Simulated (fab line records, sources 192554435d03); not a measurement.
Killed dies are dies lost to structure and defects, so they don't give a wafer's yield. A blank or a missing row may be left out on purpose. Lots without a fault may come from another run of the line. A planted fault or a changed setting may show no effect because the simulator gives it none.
Chamber matching | flow n5_finfet | N5_BEOL_M6_DESCUM_16 on rie_diel-01: 4 sister chambers
The step chemistry O2, time 7.9 s. 16 wafers are shown with their chamber, then 8 later ones without.

WAFERS WITH THEIR CHAMBER
wafer  | chamber | throttle_valve_pct (%) | showerhead_plenum_p_Torr (Torr) | oes_product_au (a.u.)
L075.1 | 3       | 20.89                  | 2.21                            | 0.81
L075.2 | 1       | 20.68                  | 2.02                            | 0.77
L075.4 | 2       | 20.05                  | 2.23                            | 0.91
L079.4 | 1       | 20.70                  | 2.01                            | 0.76
L079.5 | 3       | 20.89                  | 2.20                            | 0.80
L079.6 | 2       | 20.05                  | 2.23                            | 0.88
L082.1 | 2       | 20.05                  | 2.22                            | 0.88
L082.2 | 3       | 20.89                  | 2.20                            | 0.80
L082.3 | 1       | 20.72                  | 2.01                            | 0.74
L082.4 | 0       | 20.25                  | 2.14                            | 0.93
L082.5 | 1       | 20.72                  | 2.01                            | 0.76
L082.6 | 2       | 20.08                  | 2.22                            | 0.88
L090.1 | 3       | 20.94                  | 2.20                            | 0.78
L090.2 | 0       | 20.29                  | 2.13                            | 0.89
L090.5 | 1       | 20.74                  | 2.00                            | 0.74
L092.1 | 3       | 20.92                  | 2.20                            | 0.78

SIGNATURES (means of the wafers above)
reading                  | chamber 0 | chamber 1 | chamber 2 | chamber 3 | scatter within a chamber
throttle_valve_pct       | 20.2700   | 20.7120   | 20.0575   | 20.9060   | 0.0217
showerhead_plenum_p_Torr | 2.1350    | 2.0100    | 2.2250    | 2.2020    | 0.00599
oes_product_au           | 0.9100    | 0.7540    | 0.8875    | 0.7940    | 0.0156
Rule: a wafer's distance from a chamber is the root of the sum, over the readings, of the square of ((its reading less the chamber's mean) divided by the reading's scatter). The wafer belongs to the nearest chamber; if the next one is less than 2 further off, it can't be placed. The scatter: the root of (the sum of the squares of (reading less its chamber's mean) over the shown wafers, divided by (wafers less chambers)).

WAFERS WITHOUT THEIR CHAMBER
wafer  | throttle_valve_pct (%) | showerhead_plenum_p_Torr (Torr) | oes_product_au (a.u.)
L092.3 | 20.28                  | 2.13                            | 0.90
L092.6 | 20.92                  | 2.20                            | 0.77
L097.1 | 20.76                  | 2.00                            | 0.72
L097.2 | 20.94                  | 2.19                            | 0.76
L097.3 | 20.12                  | 2.21                            | 0.83
L097.4 | 20.96                  | 2.19                            | 0.76
L097.5 | 20.76                  | 2.00                            | 0.72
L097.6 | 20.12                  | 2.21                            | 0.83

WHICH CHAMBER EACH WENT THROUGH
wafer  | from the rows above | in truth
L092.3 | 0                   | 0
L092.6 | 3                   | 3
L097.1 | 1                   | 1
L097.2 | 3                   | 3
L097.3 | 2                   | 2
L097.4 | 3                   | 3
L097.5 | 1                   | 1
L097.6 | 2                   | 2
Placed correctly: 8 of 8. Can't be placed from these rows: 0. Placed wrongly: 0.
